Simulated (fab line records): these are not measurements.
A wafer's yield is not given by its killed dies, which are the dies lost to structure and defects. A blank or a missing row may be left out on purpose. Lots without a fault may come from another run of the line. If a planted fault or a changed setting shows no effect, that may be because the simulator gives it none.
Chamber matching	flow n5_finfet	N5_SDB_ETCH_25 on rie_diel-03: 4 sister chambers
The step etches SiO2 in C4F6/O2, target depth 10 nm, time 3.3 s. 8 wafers are shown with their chamber, then 9 later ones without.

== EACH WAFER AND ITS CHAMBER ==
wafer	chamber	drypump_motor_current_A (A)	throttle_valve_pct (%)
L084.6	2	5.9	21.5
L087.4	3	5.8	21.3
L092.2	0	5.2	21.2
L092.4	3	5.8	21.4
L092.6	1	5.8	20.6
L094.1	2	5.8	21.3
L094.2	1	5.9	20.6
L094.4	0	5.2	21.2

== WAFERS WITH NO CHAMBER GIVEN ==
wafer	drypump_motor_current_A (A)	throttle_valve_pct (%)
L095.4	5.9	20.6
L095.5	5.9	21.3
L095.6	5.8	21.4
L096.1	5.8	21.3
L096.3	5.8	21.4
L096.5	5.9	20.6
L097.2	5.8	21.4
L097.3	5.2	21.2
L097.6	5.8	21.4

== WHICH CHAMBER EACH WENT THROUGH ==
wafer	from the rows above	in truth
L095.4	1	1
L095.5	can't be placed: 2 or 3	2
L095.6	can't be placed: 3 or 2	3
L096.1	can't be placed: 3 or 2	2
L096.3	can't be placed: 3 or 2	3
L096.5	1	1
L097.2	can't be placed: 3 or 2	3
L097.3	0	0
L097.6	can't be placed: 3 or 2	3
Placed correctly: 3 of 9. Not placeable from these rows: 6 (in 6, the candidates include the true chamber). Wrongly placed: 0.
How it was worked out, from the rows above alone: a wafer's distance from a chamber is the root of the sum, over the readings, of the square of ((its reading less the chamber's mean) divided by the reading's scatter). The wafer belongs to the nearest chamber; if the next one is less than 2 further off, it can't be placed. For every chamber, the mean is computed from those of its wafers that are shown. The scatter: take each reading less its chamber's mean, square it, sum over the shown wafers, divide by the number of wafers less the number of chambers, and take the root.
